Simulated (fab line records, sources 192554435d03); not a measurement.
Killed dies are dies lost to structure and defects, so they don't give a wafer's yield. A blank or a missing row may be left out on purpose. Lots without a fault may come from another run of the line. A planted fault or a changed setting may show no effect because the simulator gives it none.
Which tool did it? | flow n5_finfet | 11 lots, 30 wafers sampled, at 4 steps of a route of 1938

WHAT THE GAUGES READ, wafer by wafer
N5_BEOL_M13_THK_MEAS_50: measures by xrf.
lot  | measured     | on            | M13_THK (nm)
L991 | day 11 06:36 | film_metro-01 | 438 428 420
L990 | day 11 19:14 | film_metro-01 | 415 423
L993 | day 12 04:46 | film_metro-01 | 415 407 413
L996 | day 13 04:26 | film_metro-01 | 417 429
L997 | day 13 07:29 | film_metro-01 | 423 435
L101 | day 14 06:33 | film_metro-02 | 413 406 426
L108 | day 16 04:59 | film_metro-02 | 402 396 414
L110 | day 16 11:33 | film_metro-02 | 405 412 410
L109 | day 16 16:39 | film_metro-02 | 406 396 404
L112 | day 17 07:08 | film_metro-01 | 430 440 434
L111 | day 17 11:19 | film_metro-01 | 419 422 408

N5_BEOL_M14_CD_MEAS_17: target cd 250 nm.
lot  | measured     | on        | cd_nm (nm)
L991 | day 11 08:18 | cd_sem-03 | 253.4 246.9 249.8
L990 | day 11 20:28 | cd_sem-02 | 251.5 250.0
L993 | day 12 06:13 | cd_sem-02 | 247.2 252.0 245.6
L996 | day 13 05:46 | cd_sem-03 | 250.4 245.3
L997 | day 13 08:49 | cd_sem-01 | 247.0 248.5
L101 | day 14 07:48 | cd_sem-03 | 249.0 252.2 250.2
L108 | day 16 06:11 | cd_sem-01 | 249.4 251.5 251.8
L110 | day 16 12:46 | cd_sem-03 | 247.3 250.2 248.2
L109 | day 16 17:54 | cd_sem-01 | 252.0 250.2 249.5
L112 | day 17 08:31 | cd_sem-02 | 253.5 249.2 251.6
L111 | day 17 12:40 | cd_sem-01 | 250.0 252.3 253.9

WHICH TOOL RAN EACH LOT (tool, then ch and the chambers of the sampled wafers, then the start)
lot  | N5_BEOL_M14_ETCH_59                | N5_BEOL_M14_STRIP_63
L991 | rie_diel-03 ch 0,2,3, day 11 07:54 | rie_diel-03 ch 0,2,3, day 11 08:18 or earlier
L990 | rie_diel-02 ch 0,3, day 11 20:04   | rie_diel-02 ch 0,3, day 11 20:28 or earlier
L993 | rie_diel-01 ch 1,2,3, day 12 05:47 | rie_diel-01 ch 1,2,3, day 12 06:13 or earlier
L996 | rie_diel-03 ch 1,2, day 13 05:23   | rie_diel-03 ch 1,2, day 13 05:46 or earlier
L997 | rie_diel-03 ch 2,3, day 13 08:25   | rie_diel-03 ch 2,3, day 13 08:49 or earlier
L101 | rie_diel-03 ch 0,2, day 14 07:23   | rie_diel-03 ch 0,2, day 14 07:48 or earlier
L108 | rie_diel-02 ch 0,2,3, day 16 05:47 | rie_diel-02 ch 0,2,3, day 16 06:11 or earlier
L110 | rie_diel-01 ch 0,3, day 16 12:22   | rie_diel-01 ch 0,3, day 16 12:46 or earlier
L109 | rie_diel-02 ch 1,2,3, day 16 17:28 | rie_diel-02 ch 1,2,3, day 16 17:54 or earlier
L112 | rie_diel-03 ch 0,1,3, day 17 08:06 | rie_diel-03 ch 0,1,3, day 17 08:31 or earlier
L111 | rie_diel-01 ch 1,2,3, day 17 12:16 | rie_diel-01 ch 1,2,3, day 17 12:40 or earlier
- N5_BEOL_M14_ETCH_59: etches BARC in N2/H2, target depth 89 nm, overetch 26.7 nm, time 67.9 s.
- N5_BEOL_M14_STRIP_63: strips in O2.

WHAT THE TOOLS THEMSELVES READ (means of the sampled wafers that have a number; where no wafer has one, the mark that the record gives instead)
N5_BEOL_M14_ETCH_59.
lot  | tool        | drypump_motor_current_A (A) | oes_product_au (a.u.) | rf_vpp_V (V) | run_length_s (s) | showerhead_plenum_p_Torr (Torr) | throttle_valve_pct (%)
L991 | rie_diel-03 | 5.7                         | 0.71                  | 525.9        | 91.4             | 2.60                            | 17.72
L990 | rie_diel-02 | 5.8                         | 0.64                  | 521.6        | 91.0             | 2.49                            | 18.09
L993 | rie_diel-01 | 5.6                         | 0.63                  | 524.0        | 91.5             | 2.53                            | 17.99
L996 | rie_diel-03 | 5.8                         | 0.68                  | 521.8        | 91.0             | 2.49                            | 17.57
L997 | rie_diel-03 | 5.8                         | 0.65                  | 523.1        | 91.7             | 2.52                            | 17.75
L101 | rie_diel-03 | 5.5                         | 0.72                  | 525.9        | 84.6             | 2.57                            | 17.79
L108 | rie_diel-02 | 5.6                         | 0.70                  | 526.6        | 91.1             | 2.65                            | 17.94
L110 | rie_diel-01 | 5.8                         | 0.65                  | 525.2        | 91.3             | 2.61                            | 18.00
L109 | rie_diel-02 | 5.9                         | 0.69                  | 525.5        | 91.1             | 2.65                            | 17.93
L112 | rie_diel-03 | 5.9                         | 0.69                  | 524.4        | 91.6             | 2.57                            | 17.68
L111 | rie_diel-01 | 5.7                         | 0.75                  | 523.6        | 91.5             | 2.51                            | 17.75

N5_BEOL_M14_STRIP_63.
lot  | tool        | drypump_motor_current_A (A) | oes_product_au (a.u.) | rf_vpp_V (V) | showerhead_plenum_p_Torr (Torr) | throttle_valve_pct (%)
L991 | rie_diel-03 | 5.7                         | 0.83                  | 3.6          | 2.16                            | 16.67
L990 | rie_diel-02 | 5.8                         | 0.74                  | 3.9          | 2.03                            | 16.70
L993 | rie_diel-01 | 5.7                         | 0.74                  | 3.0          | 2.10                            | 16.86
L996 | rie_diel-03 | 5.9                         | 0.80                  | 3.2          | 2.08                            | 16.55
L997 | rie_diel-03 | 5.8                         | 0.74                  | 4.5          | 2.12                            | 16.86
L101 | rie_diel-03 | 5.5                         | 0.76                  | 3.5          | 2.14                            | 16.80
L108 | rie_diel-02 | 5.6                         | 0.81                  | 4.1          | 2.17                            | 16.58
L110 | rie_diel-01 | 5.8                         | 0.74                  | 3.7          | 2.15                            | 16.82
L109 | rie_diel-02 | 5.9                         | 0.79                  | 3.4          | 2.16                            | 16.56
L112 | rie_diel-03 | 5.8                         | 0.81                  | 4.1          | 2.13                            | 16.47
L111 | rie_diel-01 | 5.7                         | 0.88                  | 4.1          | 2.08                            | 16.60

THE ANSWER, worked out from the rows above alone
Rule: what is usual is taken from the lots themselves. Put in order of their means at a reading, lots are off if they are a third of the lots or fewer, leave a main group of 4 or more, and stand apart from it by a gap of 3 or more times the standard deviation of the main group's means; of several such gaps the widest counts. A main group whose means are all the same, to the digits that the tables above print for the reading, isn't used. A lot without any number at a reading at which 4 lots or more have one is off too. The other lots that the step has rows for count as sound. The gauges are gone through in route order, then the tools' own readings, and for those a lot's mean is taken as printed above. The first step at which some lot is off is used, and at that step the reading that is off furthest; a lot without a number counts as furthest.
Off: L101, at N5_BEOL_M14_ETCH_59 (run_length_s). The main group: mean 91.3 s, standard deviation 0.24.
A tool fits if, at that step or a process step before it, it ran every lot that is off, and no sound lot after the first of them. None of those tried fits.

WHAT THE SIMULATOR HAD PUT IN
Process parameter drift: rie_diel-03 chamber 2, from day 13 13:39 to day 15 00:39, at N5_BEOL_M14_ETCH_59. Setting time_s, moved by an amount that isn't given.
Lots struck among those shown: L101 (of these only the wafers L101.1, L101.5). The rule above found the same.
